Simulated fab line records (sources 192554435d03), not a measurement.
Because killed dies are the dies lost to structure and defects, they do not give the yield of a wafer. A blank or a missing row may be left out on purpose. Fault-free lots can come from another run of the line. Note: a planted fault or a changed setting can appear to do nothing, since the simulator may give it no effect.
Matching of chambers :: flow n5Finfet :: N5_FIN_CUT_STRIP_22 on rieDiel-05 has 4 sister chambers
The step strips in N2/H2. 16 wafers are shown with their chamber, then 8 later ones without.

WAFERS WITH THEIR CHAMBER
wafer: L085.1
chamber: 0
showerheadPlenumPTorr (Torr): 3.24
throttleValvePct (%): 19.3
drypumpMotorCurrentA (A): 5.5

wafer: L085.4
chamber: 3
showerheadPlenumPTorr (Torr): 3.50
throttleValvePct (%): 19.0
drypumpMotorCurrentA (A): 5.8

wafer: L085.6
chamber: 2
showerheadPlenumPTorr (Torr): 3.45
throttleValvePct (%): 19.1
drypumpMotorCurrentA (A): 5.6

wafer: L086.1
chamber: 2
showerheadPlenumPTorr (Torr): 3.45
throttleValvePct (%): 19.1
drypumpMotorCurrentA (A): 5.6

wafer: L086.3
chamber: 0
showerheadPlenumPTorr (Torr): 3.24
throttleValvePct (%): 19.3
drypumpMotorCurrentA (A): 5.5

wafer: L086.5
chamber: 1
showerheadPlenumPTorr (Torr): 3.21
throttleValvePct (%): 18.3
drypumpMotorCurrentA (A): 6.1

wafer: L088.1
chamber: 1
showerheadPlenumPTorr (Torr): 3.21
throttleValvePct (%): 18.4
drypumpMotorCurrentA (A): 6.1

wafer: L088.3
chamber: 0
showerheadPlenumPTorr (Torr): 3.24
throttleValvePct (%): 19.3
drypumpMotorCurrentA (A): 5.6

wafer: L088.4
chamber: 3
showerheadPlenumPTorr (Torr): 3.49
throttleValvePct (%): 19.1
drypumpMotorCurrentA (A): 5.8

wafer: L090.1
chamber: 1
showerheadPlenumPTorr (Torr): 3.20
throttleValvePct (%): 18.4
drypumpMotorCurrentA (A): 6.1

wafer: L090.2
chamber: 0
showerheadPlenumPTorr (Torr): 3.24
throttleValvePct (%): 19.2
drypumpMotorCurrentA (A): 5.5

wafer: L090.5
chamber: 0
showerheadPlenumPTorr (Torr): 3.24
throttleValvePct (%): 19.3
drypumpMotorCurrentA (A): 5.6

wafer: L091.2
chamber: 0
showerheadPlenumPTorr (Torr): 3.24
throttleValvePct (%): 19.3
drypumpMotorCurrentA (A): 5.6

wafer: L091.3
chamber: 3
showerheadPlenumPTorr (Torr): 3.49
throttleValvePct (%): 19.1
drypumpMotorCurrentA (A): 5.8

wafer: L091.6
chamber: 1
showerheadPlenumPTorr (Torr): 3.20
throttleValvePct (%): 18.4
drypumpMotorCurrentA (A): 6.1

wafer: L092.2
chamber: 2
showerheadPlenumPTorr (Torr): 3.45
throttleValvePct (%): 19.1
drypumpMotorCurrentA (A): 5.7

SIGNATURES (means of the wafers above)
reading: showerheadPlenumPTorr
chamber 0: 3.2400
chamber 1: 3.2050
chamber 2: 3.4500
chamber 3: 3.4933
scatter within a chamber: 0.00373

reading: throttleValvePct
chamber 0: 19.283
chamber 1: 18.375
chamber 2: 19.100
chamber 3: 19.067
scatter within a chamber: 0.0433

reading: drypumpMotorCurrentA
chamber 0: 5.550
chamber 1: 6.100
chamber 2: 5.633
chamber 3: 5.800
scatter within a chamber: 0.0425
Rule: distance of a wafer from a chamber = root of the sum over the readings of ((wafer's reading minus chamber's mean) / reading's scatter) squared. The wafer belongs to the nearest chamber; if the next one is less than 2 further off, it can't be placed. The scatter: take each reading less its chamber's mean, square it, sum over the shown wafers, divide by the number of wafers less the number of chambers, and take the root.

WAFERS WITHOUT THEIR CHAMBER
wafer: L092.3
showerheadPlenumPTorr (Torr): 3.20
throttleValvePct (%): 18.4
drypumpMotorCurrentA (A): 6.1

wafer: L092.4
showerheadPlenumPTorr (Torr): 3.49
throttleValvePct (%): 19.1
drypumpMotorCurrentA (A): 5.8

wafer: L096.1
showerheadPlenumPTorr (Torr): 3.23
throttleValvePct (%): 19.4
drypumpMotorCurrentA (A): 5.6

wafer: L096.3
showerheadPlenumPTorr (Torr): 3.20
throttleValvePct (%): 18.4
drypumpMotorCurrentA (A): 6.1

wafer: L096.5
showerheadPlenumPTorr (Torr): 3.44
throttleValvePct (%): 19.1
drypumpMotorCurrentA (A): 5.6

wafer: L097.1
showerheadPlenumPTorr (Torr): 3.23
throttleValvePct (%): 19.4
drypumpMotorCurrentA (A): 5.5

wafer: L097.3
showerheadPlenumPTorr (Torr): 3.44
throttleValvePct (%): 19.1
drypumpMotorCurrentA (A): 5.6

wafer: L097.5
showerheadPlenumPTorr (Torr): 3.44
throttleValvePct (%): 19.1
drypumpMotorCurrentA (A): 5.6

CHAMBER TAKEN BY EACH
wafer: L092.3
from the rows above: 1
in truth: 1

wafer: L092.4
from the rows above: 3
in truth: 3

wafer: L096.1
from the rows above: 0
in truth: 0

wafer: L096.3
from the rows above: 1
in truth: 1

wafer: L096.5
from the rows above: 2
in truth: 2

wafer: L097.1
from the rows above: 0
in truth: 0

wafer: L097.3
from the rows above: 2
in truth: 2

wafer: L097.5
from the rows above: 2
in truth: 2
Placed correctly: 8 of 8. Number that these rows cannot place: 0. 0 placed wrongly.
